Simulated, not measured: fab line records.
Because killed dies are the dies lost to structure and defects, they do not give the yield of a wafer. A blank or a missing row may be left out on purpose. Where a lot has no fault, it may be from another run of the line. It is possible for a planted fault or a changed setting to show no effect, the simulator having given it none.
Matching of chambers / flow nand harc / NHARC_A_ZERO_WELL_ETCH_13 on rie si-03: 4 sister chambers
The step etches the open film in HBr/Cl2, target depth 120 nm, time 40.1 s. 18 wafers are shown with their chamber, then 9 later ones without.

## EACH WAFER AND ITS CHAMBER
wafer=L591.1; chamber=0; drypump motor current A (A)=6.31; oes product au (a.u.)=0.998; rf fwd power W (W)=395.0
wafer=L591.3; chamber=1; drypump motor current A (A)=5.78; oes product au (a.u.)=0.994; rf fwd power W (W)=394.1
wafer=L591.5; chamber=1; drypump motor current A (A)=5.77; oes product au (a.u.)=0.989; rf fwd power W (W)=395.5
wafer=L593.2; chamber=0; drypump motor current A (A)=6.33; oes product au (a.u.)=1.007; rf fwd power W (W)=393.2
wafer=L593.5; chamber=1; drypump motor current A (A)=5.78; oes product au (a.u.)=0.988; rf fwd power W (W)=396.3
wafer=L593.6; chamber=2; drypump motor current A (A)=5.59; oes product au (a.u.)=0.983; rf fwd power W (W)=394.4
wafer=L597.1; chamber=2; drypump motor current A (A)=5.57; oes product au (a.u.)=0.994; rf fwd power W (W)=394.3
wafer=L597.3; chamber=1; drypump motor current A (A)=5.74; oes product au (a.u.)=0.971; rf fwd power W (W)=394.9
wafer=L597.5; chamber=0; drypump motor current A (A)=6.31; oes product au (a.u.)=1.016; rf fwd power W (W)=394.0
wafer=L605.1; chamber=2; drypump motor current A (A)=5.61; oes product au (a.u.)=0.998; rf fwd power W (W)=397.4
wafer=L605.5; chamber=3; drypump motor current A (A)=5.62; oes product au (a.u.)=0.992; rf fwd power W (W)=398.0
wafer=L605.6; chamber=2; drypump motor current A (A)=5.59; oes product au (a.u.)=1.004; rf fwd power W (W)=397.1
wafer=L604.1; chamber=3; drypump motor current A (A)=5.65; oes product au (a.u.)=0.993; rf fwd power W (W)=397.2
wafer=L604.2; chamber=1; drypump motor current A (A)=5.81; oes product au (a.u.)=0.980; rf fwd power W (W)=395.3
wafer=L604.6; chamber=0; drypump motor current A (A)=6.31; oes product au (a.u.)=1.015; rf fwd power W (W)=390.0
wafer=L607.1; chamber=0; drypump motor current A (A)=6.30; oes product au (a.u.)=1.010; rf fwd power W (W)=393.2
wafer=L607.2; chamber=2; drypump motor current A (A)=5.65; oes product au (a.u.)=0.997; rf fwd power W (W)=394.4
wafer=L607.6; chamber=3; drypump motor current A (A)=5.63; oes product au (a.u.)=0.989; rf fwd power W (W)=396.1

SIGNATURES (means of the wafers above)
reading=drypump motor current A; chamber 0=6.3120; chamber 1=5.7760; chamber 2=5.6020; chamber 3=5.6333; scatter within a chamber=0.0226
reading=oes product au; chamber 0=1.00920; chamber 1=0.98440; chamber 2=0.99520; chamber 3=0.99133; scatter within a chamber=0.00748
reading=rf fwd power W; chamber 0=393.080; chamber 1=395.220; chamber 2=395.520; chamber 3=397.100; scatter within a chamber=1.43
Rule: distance of a wafer from a chamber = root of the sum over the readings of ((wafer's reading minus chamber's mean) / reading's scatter) squared. The wafer belongs to the nearest chamber; if the next one is less than 2 further off, it can't be placed. The scatter is the square root of a quotient: the sum, over the shown wafers, of each reading's squared deviation from its chamber's mean, divided by wafers minus chambers.

## WAFERS MISSING THEIR CHAMBER
wafer=L608.1; drypump motor current A (A)=5.64; oes product au (a.u.)=1.004; rf fwd power W (W)=397.8
wafer=L608.3; drypump motor current A (A)=5.60; oes product au (a.u.)=0.989; rf fwd power W (W)=394.7
wafer=L608.4; drypump motor current A (A)=5.80; oes product au (a.u.)=0.978; rf fwd power W (W)=396.6
wafer=L612.2; drypump motor current A (A)=5.75; oes product au (a.u.)=0.979; rf fwd power W (W)=396.7
wafer=L612.3; drypump motor current A (A)=5.59; oes product au (a.u.)=0.986; rf fwd power W (W)=397.0
wafer=L612.5; drypump motor current A (A)=5.62; oes product au (a.u.)=0.981; rf fwd power W (W)=395.3
wafer=L613.1; drypump motor current A (A)=5.80; oes product au (a.u.)=0.980; rf fwd power W (W)=396.6
wafer=L613.3; drypump motor current A (A)=6.32; oes product au (a.u.)=1.020; rf fwd power W (W)=394.0
wafer=L613.4; drypump motor current A (A)=5.59; oes product au (a.u.)=0.998; rf fwd power W (W)=395.2

## WHICH CHAMBER EACH ONE RAN IN
wafer=L608.1; from the rows above=can't be placed: 3 or 2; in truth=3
wafer=L608.3; from the rows above=can't be placed: 2 or 3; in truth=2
wafer=L608.4; from the rows above=1; in truth=1
wafer=L612.2; from the rows above=1; in truth=1
wafer=L612.3; from the rows above=can't be placed: 2 or 3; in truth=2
wafer=L612.5; from the rows above=can't be placed: 3 or 2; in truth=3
wafer=L613.1; from the rows above=1; in truth=1
wafer=L613.3; from the rows above=0; in truth=0
wafer=L613.4; from the rows above=can't be placed: 2 or 3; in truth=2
Placed correctly: 4 of 9. Unplaceable from these rows: 5, with the true chamber sitting among the candidates in 5. Number placed wrongly: 0.
